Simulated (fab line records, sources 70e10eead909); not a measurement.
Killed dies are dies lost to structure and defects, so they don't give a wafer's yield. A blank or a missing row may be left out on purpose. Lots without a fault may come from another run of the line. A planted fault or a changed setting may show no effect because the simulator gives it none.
fab line records | flow nand_harc | part 2 of 2: steps 23 to 32 of 32
record lots=5 wafers=15 last_day=33
route steps=1302 shown A_SLIT@942 A_SIN_REMOVE@947 A_WL_FILL@952
lots that met no fault: from a run of the same line without faults
start_h: hours from the record's first day to the start of the lot's first wafer shown | wait_h: hours since the lot's step before | " the same as in the row above | L1.1+2: a row that stands for several wafers | - no value, or no start given | * or withheld: withheld | < > ~ a bound
route shown NAME@n: a module of which the file shows steps, and the number in the route of the first | usual: mean/standard deviation of fault-free wafers | same: alike in all rows | chamber/n: place in a boat | sites: the reading at each site | _std_site: their standard deviation | _edge_site: outer sites' mean less inner sites' | radius_mm: how far each site lies from the wafer's centre | mask NAME#n: copy n | behind: the tool/chamber that last shaped the wafer | hold: why the lot was held/for how many hours/how that ended | device: the transistor (n, p or np) that didn't switch | end of line: the same wafers' tests at the end of the route | a step without rows: its recipe alone | killed: dies lost to structure and defects at the first sort, not the wafer's yield | map: a wafer's dies, x killed, . not, _ none there
set.NAME: the setting as run; set.NAME@STEP: as run at that earlier step | model.NAME: the simulator's own value behind a step, which no gauge read
lots at some steps of the route; a table a step, a row a wafer
services: from which hour (start_h, from the record's first day; less than 0 if before it) a tool's chamber was out of use, for how many hours, and why
## steps
# step NHARC_A_WL_FILL_STRIP_29
# recipe time_s=20 o2_flow_sccm=500 ar_flow_sccm=0 bias_w=0 chemistry=O2
# usual drypump_motor_current_A=5.7/0.44 oes_product_au=1.008/0.0095 rf_vpp_V=57.6/0.84 showerhead_plenum_p_Torr=3.50/0.12 throttle_valve_pct=17.036/0.0086
# columns lot.wafer tool chamber start_h wait_h drypump_motor_current_A oes_product_au rf_hours_counter_h rf_vpp_V showerhead_plenum_p_Torr throttle_valve_pct
L084.1 rie_diel-04 0 578.76 0.1 6.0 1.004 2.1 56.3 3.44 17.040
L084.5 " 3 " " 4.9 1.016 - 57.3 3.50 17.041
L084.6 " 0 " " 6.0 1.003 - 57.8 3.44 17.039
L089.4 rie_diel-05 0 630.98 0.1 5.5 1.004 1.3 56.6 3.38 17.049
L089.5 " 1 " " 5.6 1.006 - 58.0 3.50 17.050
L089.6 " 2 " " 5.8 1.024 - 56.8 3.31 17.027
L092.3 rie_diel-13 2 667.57 0.1 6.2 0.999 4.4 58.8 3.67 17.046
L092.6 " 2 " " 6.2 1.000 - 57.9 3.67 17.022
L092.5 " 3 " " 6.1 1.003 - 57.1 3.38 17.043
L093.2 rie_diel-13 0 670.70 0.1 5.8 0.998 4.7 56.1 3.38 17.047
L093.4 " 2 " " 6.3 1.008 - 58.5 3.67 17.043
L093.6 " 3 " " 6.1 0.992 - 56.7 3.38 17.033
L096.4 rie_diel-04 1 698.03 0.1 5.8 1.020 8.1 58.2 3.46 17.030
L096.6 " 2 " " 5.0 1.011 - 58.3 3.61 17.032
L096.5 " 3 " " 4.9 1.014 - 57.4 3.50 17.026
# step NHARC_A_WL_FILL_ETCHBACK_17
# recipe target_depth_a=40 time_s=26.7 chemistry=Cl2/BCl3
# usual drypump_motor_current_A=5.48/0.26 oes_product_au=1.001/0.012
# columns lot.wafer tool chamber start_h wait_h drypump_motor_current_A oes_product_au rf_hours_counter_h
L084.1 rie_metal-03 0 578.87 - 5.58 0.994 1.0
L084.6 " 1 " " 5.20 1.010 -
L084.5 " 0 " " 5.58 0.987 -
L089.4 rie_metal-01 1 631.10 - 5.71 0.997 -
L089.6 " 1 " " 5.70 0.986 -
L089.5 " 0 " " 5.14 0.989 -
L092.3 rie_metal-01 1 667.69 - 5.69 0.999 -
L092.6 " 1 " " 5.72 0.995 -
L092.5 " 0 " " 5.14 0.990 -
L093.2 rie_metal-03 0 670.78 - 5.59 0.993 2.8
L093.4 " 0 " " 5.60 0.991 -
L093.6 " 1 " " 5.19 0.996 -
L096.4 rie_metal-02 1 698.16 - 5.44 1.012 -
L096.6 " 0 " " 5.93 1.032 -
L096.5 " 1 " " 5.44 1.011 -
# step NHARC_A_WL_FILL_PRECLEAN_18
# recipe time_s=30 chemistry=dHF
# columns lot.wafer tool chamber start_h wait_h
L084.5+6+1 wet_bench-02 0,3,4 579.03 0.1
L089.5+6+4 wet_bench-09 1,2,3 631.26 0.1
L092.3+5+6 wet_bench-09 1,4,5 667.84 0.1
L093.6+2+4 wet_bench-09 7,0,4 670.97 0.1
L096.5+6+4 wet_bench-02 7,0,2 698.29 0.1
# step NHARC_A_WL_FILL_SRD_21
# columns lot.wafer tool chamber start_h wait_h
L084.5+6+1 wet_bench-02 0,3,4 579.06 0.0
L089.5+6+4 wet_bench-09 1,2,3 631.30 0.0
L092.3+5+6 wet_bench-09 1,4,5 667.86 0.0
L093.6+2+4 wet_bench-09 7,0,4 670.99 0.0
L096.5+6+4 wet_bench-02 7,0,2 - -
# step NHARC_A_WL_FILL_CVD_23
# recipe target_thk_a=400 temp_c=620 pressure_mtorr=200 time_s=800 material=poly-Si
# usual zone_power_lower_pct=9.6/0.99
# columns lot.wafer tool chamber start_h wait_h zone_power_lower_pct
L084.1 lpcvd_poly-04 0 581.51 2.4 9.1
L084.5 " 0 " " 9.2
L084.6 " 0 " " 9.2
L089.4 lpcvd_poly-04 0 634.55 3.2 9.1
L089.5 " 0 " " 9.1
L089.6 " 0 " " 9.1
L092.3 lpcvd_poly-04 0 670.31 2.4 9.0
L092.5 " 0 " " 9.2
L092.6 " 0 " " 9.3
L093.2 lpcvd_poly-02 0 673.19 2.2 10.6
L093.4 " 0 " " 10.6
L093.6 " 0 " " 10.7
L096.4 lpcvd_poly-02 0 700.68 2.4 10.5
L096.5 " 0 " " 10.5
L096.6 " 0 " " 10.6
# step NHARC_A_WL_FILL_ETCHBACK_26
# recipe target_depth_a=520 time_s=13.3 hbr_flow_sccm=150 rf_w=350 icp_w=350 bias_w=60 chemistry=HBr
# usual drypump_motor_current_A=5.6/0.41 oes_product_au=0.994/0.013 throttle_valve_pct=23.265/0.0094
# columns lot.wafer tool chamber start_h wait_h drypump_motor_current_A oes_product_au rf_hours_counter_h throttle_valve_pct
L084.1 rie_si-01 3 584.12 0.4 5.5 0.987 0.1 23.277
L084.6 " 0 " " 5.6 0.972 - 23.243
L084.5 " 1 " " 5.8 0.977 - 23.277
L089.4 rie_si-01 3 637.28 0.5 5.4 0.999 - 23.281
L089.5 " 3 " " 5.5 1.001 - 23.246
L089.6 " 3 " " 5.5 0.990 - 23.256
L092.3 rie_si-06 0 672.89 0.4 5.8 1.001 0.4 23.273
L092.6 " 3 " " 5.4 0.990 - 23.256
L092.5 " 0 " " 5.8 1.000 - 23.253
L093.4 rie_si-06 3 675.75 0.4 5.5 0.987 0.4 23.260
L093.2 " 2 " " 5.1 1.026 0.4 23.258
L093.6 " 3 " " 5.5 0.992 - 23.267
L096.4 rie_si-06 2 703.30 0.4 5.1 1.018 0.7 23.261
L096.6 " 3 " " 5.4 0.990 - 23.268
L096.5 " 0 " " 5.8 1.006 - 23.267
# step NHARC_A_WL_FILL_PRECLEAN_30
# recipe time_s=10 chemistry=dHF
# columns lot.wafer tool chamber start_h wait_h
L084.1+6+5 wet_bench-02 4,0,1 584.22 0.1
L089.6+4+5 wet_bench-02 2,3,4 637.51 0.1
L092.5+6+3 wet_bench-02 0,2,4 673.02 0.1
L093.2+4+6 wet_bench-09 6,7,2 675.89 0.1
L096.4+6+5 wet_bench-02 1,5,6 703.40 0.1
# step NHARC_A_WL_FILL_SRD_14
# columns lot.wafer tool chamber start_h wait_h
L084.1+6+5 wet_bench-02 4,0,1 584.25 0.0
L089.6+4+5 wet_bench-02 2,3,4 637.52 0.0
L092.5+6+3 wet_bench-02 0,2,4 673.04 0.0
L093.2+4+6 wet_bench-09 6,7,2 675.91 0.0
L096.4+6+5 wet_bench-02 1,5,6 703.42 0.0
# step NHARC_A_WL_FILL_ALD_19
# recipe target_thk_a=20 pulse_time_s=3 ald_cycles=100 temp_c=450 material=TiN
# usual heater_power_w=1039/140 precursor_pulse_height_rel=0.997/0.019
# columns lot.wafer tool chamber start_h wait_h heater_power_w precursor_pulse_height_rel
L084.1 ald_metal-01 0 584.41 0.2 1016 0.974
L084.6 " 1 " " 1185 1.025
L084.5 " 2 " " 1163 1.013
L089.5 ald_metal-02 0 637.71 0.2 980 0.975
L089.6 " 1 " " 940 0.980
L089.4 " 2 " " 879 0.975
L092.3 ald_metal-02 3 673.14 0.1 1350 0.986
L092.5 " 3 " " 1385 0.983
L092.6 " 0 " " 984 0.972
L093.2 ald_metal-02 2 676.01 0.1 855 0.969
L093.4 " 0 " " 986 0.998
L093.6 " 3 " " 1380 0.998
L096.4 ald_metal-04 2 703.59 0.2 1185 1.006
L096.5 " 3 " " 883 1.007
L096.6 " 0 " " 987 1.037
# step NHARC_A_WL_FILL_CVD_20
# recipe target_thk_a=1000 temp_c=400 pressure_torr=40 wf6_flow_sccm=40 h2_flow_sccm=1600 ar_flow_sccm=1560 time_s=74 material=W
# usual heater_power_w=855/41 throttle_valve_pct=7.80/0.22
# columns lot.wafer tool chamber start_h wait_h heater_power_w throttle_valve_pct
L084.1 cvd_w-01 0 - - 848 7.71
L084.6 " 1 " " 906 7.49
L084.5 " 0 " " 847 7.76
L089.4 cvd_w-02 1 - - 797 7.85
L089.5 " 1 " " 827 7.79
L089.6 " 0 " " 861 7.82
L092.3 cvd_w-01 0 - - 852 7.63
L092.5 " 1 " " 908 7.34
L092.6 " 0 " " 838 7.78
L093.2 cvd_w-01 1 - - 892 7.58
L093.4 " 0 " " 828 7.91
L093.6 " 0 " " 839 7.55
L096.4 cvd_w-02 0 - - 899 7.65
L096.5 " 0 " " 881 7.90
L096.6 " 0 " " 915 7.52
## services
# columns tool chamber start_h hours kind
rie_diel-08 0 539.60 12.1 repair
rie_diel-13 1 539.78 3.1 repair
wet_bench-04 - 542.01 2.2 repair
rie_diel-08 3 543.47 12.1 repair
rie_diel-08 - 544.80 9.0 pm
wet_bench-06 - 545.61 8.0 pm
cvd_w-01 - 547.00 13.0 pm
rie_diel-04 - 554.37 0.3 repair
rie_diel-06 1 561.74 7.4 repair
wet_bench-03 - 562.40 8.0 pm
rie_metal-03 - 571.65 0.6 repair
rie_metal-01 - 575.00 9.0 pm
wet_bench-04 - 579.20 8.0 pm
ald_metal-01 0 587.41 4.5 repair
rie_diel-06 2 592.95 8.6 repair
rie_metal-02 - 603.92 1.2 repair
wet_bench-07 - 606.56 2.6 repair
wet_bench-02 - 611.06 8.0 pm
rie_metal-02 0 625.90 4.5 repair
rie_metal-01 - 627.83 0.1 repair
rie_metal-02 - 631.00 9.0 pm
rie_metal-02 0 666.97 12.0 repair
cvd_w-01 1 678.39 12.5 repair
wet_bench-07 - 688.00 8.0 pm
